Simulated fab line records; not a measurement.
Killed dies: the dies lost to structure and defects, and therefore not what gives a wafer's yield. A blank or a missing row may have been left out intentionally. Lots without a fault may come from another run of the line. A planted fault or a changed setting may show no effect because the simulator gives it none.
Which tool was responsible? -- flow nandHarc -- 18 wafers from 6 lots sampled at 4 of the route's 1302 steps

== WHAT THE GAUGES SHOWED, per wafer ==
NHARC_END_SORT_01.
lot,measured,on,killedAtOther
L747,day 27 22:22,prober-02,10 3 8
L755,day 30 09:40,prober-02,1 0 0
L754,day 31 10:38,prober-02,1 0 0
L758,day 32 04:25,prober-02,0 1 0
L761,day 33 16:55,prober-02,0 0 0

== WHAT TOOL EACH LOT RAN ON (gives the tool, then ch and the chambers of the sampled wafers, and finally the start) ==
lot,NHARC_A_BONDPAD_ETCH_24,NHARC_THIN_TSV_STRIP_62,NHARC_THIN_TSV_DEGAS_53
L741,"rieDiel-12 ch 0,1,2, day 24 09:19 or earlier","plasmaAsher-01 ch 0,1, day 24 11:55","pvdSputter-02, day 24 14:03"
L747,"rieDiel-06 ch 0,1, day 27 02:07 or earlier","plasmaAsher-02 ch 0, day 27 04:52","pvdSputter-03, day 27 07:01"
L755,"rieDiel-12 ch 1,2, day 29 15:12 or earlier","plasmaAsher-01 ch 0,1, day 29 17:51","pvdSputter-02, day 29 19:59"
L754,"rieDiel-02 ch 0,1, day 30 19:31 or earlier","plasmaAsher-01 ch 0,1, day 30 22:12","pvdSputter-03, day 31 00:22"
L758,"rieDiel-12 ch 1,2, day 31 09:17 or earlier","plasmaAsher-02 ch 0,1, day 31 12:07","pvdSputter-01, day 31 14:13"
L761,"rieDiel-12 ch 2,3, day 33 02:25 or earlier","plasmaAsher-01 ch 0,1, day 33 05:10","pvdSputter-01, day 33 07:21"
- NHARC_A_BONDPAD_ETCH_24: etches the open film in CF4/N2, target depth 30 nm, time 72.99 s.
- NHARC_THIN_TSV_STRIP_62: strips in N2/H2, time 20 s.
- NHARC_THIN_TSV_DEGAS_53: time 60 s.

== THE ANSWER, worked out from the rows above alone ==
Rule: what is usual is taken from the lots themselves. The widest of any qualifying gaps counts: lots, ordered by their means at a reading, are off when they make up no more than a third of the lots, leave a main group of 4 or more, and stand apart from it by 3 or more times the standard deviation of that group's means. A main group whose means are all the same, to the digits that the tables above print for the reading, isn't used. Also off: a lot with no number at a reading for which 4 or more lots have one. Any other lot the step has rows for is counted as sound.
Nothing can be told from this: no lot is off at any reading shown.

== WHAT THE SIMULATOR HAD INSERTED ==
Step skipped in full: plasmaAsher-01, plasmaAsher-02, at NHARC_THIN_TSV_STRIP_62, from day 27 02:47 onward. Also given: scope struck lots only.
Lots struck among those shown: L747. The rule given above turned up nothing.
